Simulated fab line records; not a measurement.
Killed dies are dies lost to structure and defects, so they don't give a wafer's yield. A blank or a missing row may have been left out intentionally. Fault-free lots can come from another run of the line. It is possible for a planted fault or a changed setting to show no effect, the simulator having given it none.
8D (eight disciplines) problem report, filled in by code :: flow nand-harc :: the parts of the form that need people (team, actions taken, sign-off) are left out

== 1. THE ISSUE ==
Wafers without a fault read 1.000 a.u., standard deviation 0.0096; oes-product-au at NHARC_A_CHANNEL_FILL_D1_ETCHBACK_19 reads a mean of 0.753 a.u. on 2 wafers belonging to 2 lots. That is -26 standard deviations from the usual mean.
The step: etches the open film in HBr/Cl2, target depth 5 nm, time 1.7 s.
Earliest sighting: wafer L888.2 on rie-si-03 at day 13 19:48. The record holds 42 wafers of 14 lots with a number at this step. Rule for "out", or "out of limits": more than 4 standard deviations from the usual mean. The other wafers with a number count as sound.

== 2. WHAT IT IS, AND WHAT IT ISN'T ==
question: which readings at this step
is: oes-product-au
is not: drypump-motor-current-A, hbr-flow-sccm

question: which lots
is: L888, L890
is not: L872, L874, L875, L878, L879, L880, L881, L882, L883, L891, L893, L894

question: which wafers of those lots
is: L888.2, L890.5
is not: L888.4, L888.6, L890.1, L890.3

question: read on which tools
is: rie-si-03
is not: rie-si-01, rie-si-06

question: when
is: from day 13 19:48
is not: up to then (29 sound wafers); but 11 sound wafers of L890, L891, L893, L894 came after

== 3. THE SUSPECTS, EACH WITH WHAT RULES IT OUT ==
Counting: any tool at a process step up to the reading remains a suspect provided it ran every lot that is out. Sound lots after the first of them don't rule it out here, since some wafers of a struck lot are sound.
- rie-si-03 at NHARC_A_CHANNEL_FILL_D1_ETCHBACK_19 (etches the open film in HBr/Cl2, target depth 5 nm, time 1.7 s): kept. Every lot that is out went through it, the first being L888 (day 13 19:48); the last sound lot it ran before that was L882 (day 12 04:02). Its own oes-product-au readings are out on those wafers.
- At NHARC_A_CHANNEL_FILL_D1_ETCHBACK_19, inside rie-si-03: chamber 1 took the wafers that are out, while their sound lot-mates went through chambers 2, 3.
Remaining after the count: rie-si-03 at NHARC_A_CHANNEL_FILL_D1_ETCHBACK_19.

== 4. THE CAUSE (what the simulator had put in) ==
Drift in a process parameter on rie-si-03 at NHARC_A_CHANNEL_FILL_D1_ETCHBACK_19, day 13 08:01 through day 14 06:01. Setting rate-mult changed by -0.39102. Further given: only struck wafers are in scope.
Counting left only this tool.

== 5. THE EFFECT CHAIN, in route order ==
Each row: a reading where the mean over the struck wafers with a number is more than 3 standard deviations away from the usual. Only readings whose record carries a usual standard deviation are examined. hours: median over the lots of the time between each lot's start at the first step of this table that gives one and its start at this step. sigmas: the change, counted in usual standard deviations.
hours: 0
step: NHARC_A_CHANNEL_FILL_D1_ETCHBACK_19
reading: oes-product-au
usual: 1.000 a.u.
on struck wafers: 0.753
change: -0.247
sigmas: -26
It contains these process steps:
- NHARC_A_CHANNEL_FILL_D1_ETCHBACK_19: etches the open film in HBr/Cl2, target depth 5 nm, time 1.7 s.

== 6. HOW IT WOULD HAVE BEEN CAUGHT EARLIER ==
12 hours passed between the start of the fault at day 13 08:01 and the first reading out of limits in this record, taken at day 13 19:48.
